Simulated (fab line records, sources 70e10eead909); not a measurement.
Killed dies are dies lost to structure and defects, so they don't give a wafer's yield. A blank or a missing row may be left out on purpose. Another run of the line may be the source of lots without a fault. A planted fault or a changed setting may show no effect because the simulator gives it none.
A struck lot beside a sound one ; flow nandHarc ; 14 out of 1159 route steps
Sound: wafers L823.1, L823.5, L823.6. The struck wafers were L833.2, L833.4, L833.6. Last of all comes the cause.
Per side, at each step with rows, come the tool, then ch with its chambers, and then its first start. Under that, the readings that differ: sound wafers ; struck wafers ; difference of the means ; sigmas: that difference in standard deviations of wafers without a fault.
alike: readings with means less than 2 such deviations apart, plus words and numbers identical on both sides. not compared: withheld readings, readings lacking a value on some wafer, bounds such as >300 that could conceal the same value, and numbers that have no deviation in the record and whose values overlap.
Wherever a step has rows on one side only, a row that says differs or no value, or a row with sigmas, the two part there. Numbers that have no deviation but don't overlap get no sigmas and don't part them. Lack of a reading on every wafer of one side parts them only where that side has two or more wafers.

NHARC_P_GATE_STRIP_95: strips in O2.
  sound on plasmaAsher-01 ch 0,1, day 7 01:58; struck on plasmaAsher-02 ch 0,1, day 9 16:28
reading;sound;struck;difference;sigmas
heaterPowerW (W);352 352 310;382 391 369;+43;+2
  alike: drypumpMotorCurrentA
  not compared: rfHoursCounterH
then, 1 step without rows for these wafers: NHARC_P_GATE_STRIP_96 (strips in SPM, time 900 s).
NHARC_P_GATE_RTA_64: time 1 s.
  sound on rtpAnneal-01 ch 0, day 7 02:31; struck on rtpAnneal-01 ch 0, day 9 17:04
  alike: annealTempCMax, lampPowerPct, lamp_zone_3_pct, wafer_temp_C_max
then, 1 step without rows for these wafers: NHARC_P_GATE_ETCH_77 (etches SiO2 in dHF, target depth 6 nm).
NHARC_P_GATE_DEGAS_109: time 60 s.
  struck on pvdSputter-02, day 9 17:20; sound on pvdSputter-03, day 7 02:50
  alike: heaterPowerW
then, 5 steps without rows for these wafers: NHARC_P_GATE_PRE_CLEAN_110 (time 30 s); NHARC_P_GATE_SPUTTER_78 (material Ni, target thk 10 nm); NHARC_P_GATE_SPUTTER_79 (material TiN, target thk 10 nm); NHARC_P_GATE_RTA_80 (time 30 s); NHARC_P_GATE_STRIP_67 (strips in SPM, time 600 s).
NHARC_P_GATE_RTA_82: time 30 s.
  sound on rtpAnneal-02 ch 0, day 7 03:35; struck on rtpAnneal-02 ch 0, day 9 18:08
  alike: annealTempCMax, lampPowerPct, lamp_zone_3_pct, wafer_temp_C_max
NHARC_P_GATE_INSPECT_68:
  struck on defectInspect-01, day 9 18:19; sound on defectInspect-01, day 7 03:47
  alike: rawDefectCount
NHARC_P_CONTACT_DEP_30: deposits SiNx, target thk 30 nm.
  sound on pecvd-04 ch 0,1,2, day 7 03:52; struck on pecvd-04 ch 0,2, day 9 18:50
  alike: heaterPowerW, rfFwdPowerW
NHARC_P_CONTACT_DEP_00: deposits SiO2, target thk 500 nm.
  sound: pecvd-04 ch 0,1,2; struck: pecvd-04 ch 0,2
  alike: chamberPressureTorr, heaterPowerW, rfFwdPowerW, throttleValvePct

WHERE THEY PART
Only at NHARC_P_GATE_STRIP_95, within this record. Later steps at which nothing parts them and some readings are alike: NHARC_P_GATE_RTA_64, NHARC_P_GATE_DEGAS_109, NHARC_P_GATE_RTA_82, NHARC_P_GATE_INSPECT_68, NHARC_P_CONTACT_DEP_30, NHARC_P_CONTACT_DEP_00.

WHY: the cause the simulator had injected
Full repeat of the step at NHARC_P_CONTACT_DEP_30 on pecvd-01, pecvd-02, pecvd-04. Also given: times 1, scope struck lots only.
